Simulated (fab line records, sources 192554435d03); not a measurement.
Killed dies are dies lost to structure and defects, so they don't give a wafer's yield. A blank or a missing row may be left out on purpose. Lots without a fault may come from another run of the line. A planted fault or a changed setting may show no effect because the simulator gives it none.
A struck lot beside a sound one | flow n5_finfet | 15 steps out of a route of 1938
Sound: wafers L929.3, L929.4, L929.6. Struck: wafer L922.6. (L922.2 of the same lot was not struck and is left out.) The cause comes at the end.
At each step with rows: each side's tool, then ch and its chambers, then its first start. Under that, the readings that differ: sound wafers | struck wafers | difference of the means | sigmas: that difference in standard deviations of wafers without a fault.
alike: readings whose means differ by less than 2 such deviations, and words and numbers that are the same on both sides. not compared: withheld readings, readings that some wafer has no value for, bounds like >300 that may hide the same value, and numbers for which the record gives no deviation and whose values overlap.
The two part at a step that has a row with sigmas, a row that says differs or no value, or rows on one side only. Numbers that don't overlap but have no deviation are shown without sigmas and don't part them. A reading that every wafer of one side lacks parts them only if that side has two wafers or more.

first, 8 steps without rows for these wafers: N5_BEOL_M6_COAT_59 (time 60 s, resist thk 100 nm); N5_BEOL_M6_COAT_60 (time 60 s, resist thk 35 nm); N5_BEOL_M6_COAT_05 (resist thk 90 nm); N5_BEOL_M6_EBR_07; N5_BEOL_M6_SOFTBAKE_06 (time 60 s); N5_BEOL_M6_EXPOSE_08 (exposes mask M6); N5_BEOL_M6_PEB_09 (peb time 60 s); N5_BEOL_M6_DEVELOP_10 (develop time 30 s).
N5_BEOL_M6_CD_MEAS_11: target cd 38.5 nm.
  sound on cd_sem-01 ch 0, day 12 10:03; struck on cd_sem-01 ch 0, day 11 05:16
  alike: cd_nm
N5_BEOL_M6_OVL_MEAS_12:
  sound on overlay-01 ch 0, day 12 10:05; struck on overlay-02 ch 0, day 11 05:18
  alike: M6_OVL
N5_BEOL_M6_INSPECT_13: inspects for defects (brightfield).
  sound on defect_inspect-02, day 12 10:07; struck on defect_inspect-01, day 11 05:19
  alike: raw_defect_count
N5_BEOL_M6_DESCUM_16: chemistry O2, time 7.9 s.
  sound on rie_diel-06 ch 0,1, day 12 10:15; struck on rie_diel-04 ch 1, day 11 05:27
  alike: drypump_motor_current_A, o2_flow_sccm, oes_product_au, rf_vpp_V, showerhead_plenum_p_Torr, throttle_valve_pct
  not compared: rf_hours_counter_h
N5_BEOL_M6_ETCH_61: etches SiARC in CF4, target depth 45.5 nm, time 75.8 s.
  sound on rie_diel-06 ch 0,1, day 12 10:17; struck on rie_diel-04 ch 1, day 11 05:29
  reading               | sound          | struck | difference | sigmas
  etch_rf_on_time_s (s) | 73.7 75.6 74.2 | 45.0   | -29.5      | -13
  oes_product_au (a.u.) | 0.80 0.59 0.80 | 1.14   | +0.41      | +5
  alike: drypump_motor_current_A, rf_vpp_V, showerhead_plenum_p_Torr, throttle_valve_pct
  not compared: rf_hours_counter_h
N5_BEOL_M6_ETCH_62: etches SOC in N2/H2, target depth 110 nm, overetch 22 nm, time 165 s.
  sound on rie_diel-06 ch 0,1, day 12 10:20; struck on rie_diel-04 ch 1, day 11 05:32
  alike: drypump_motor_current_A, oes_product_au, rf_vpp_V, showerhead_plenum_p_Torr, throttle_valve_pct
  not compared: rf_hours_counter_h
-- the record jumps here: 4 days lie between the struck wafers' starts before and after (it left off in module BEOL_M6 and takes up again in module PASSIVATION, whose first step shown is number 1936 of the route) --
N5_PASSIVATION_PROBE_49:
  sound on prober-02, day 15 23:01; struck on prober-02, day 14 20:41
  reading         | sound  | struck | difference | sigmas
  killed_at_other | 9 12 9 | 3      | -7         | -2
  alike: defect_limited_yield, killed_at_M0_to_M3, killed_at_M4_up, killed_at_contacts, killed_at_front_end, killed_dies, killed_open, killed_short, sort_bin_4_leakage, sort_bin_5_function, sort_bin_6_memory, sort_bin_8_speed, sort_n_pass, sort_yield_pct

WHERE THEY PART
First at N5_BEOL_M6_ETCH_61; last, within this record, at N5_PASSIVATION_PROBE_49.

WHY: what the simulator had put in
Process parameter drift: rie_diel-04, from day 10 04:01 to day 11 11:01, at N5_BEOL_M6_ETCH_61. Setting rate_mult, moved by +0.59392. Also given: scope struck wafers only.
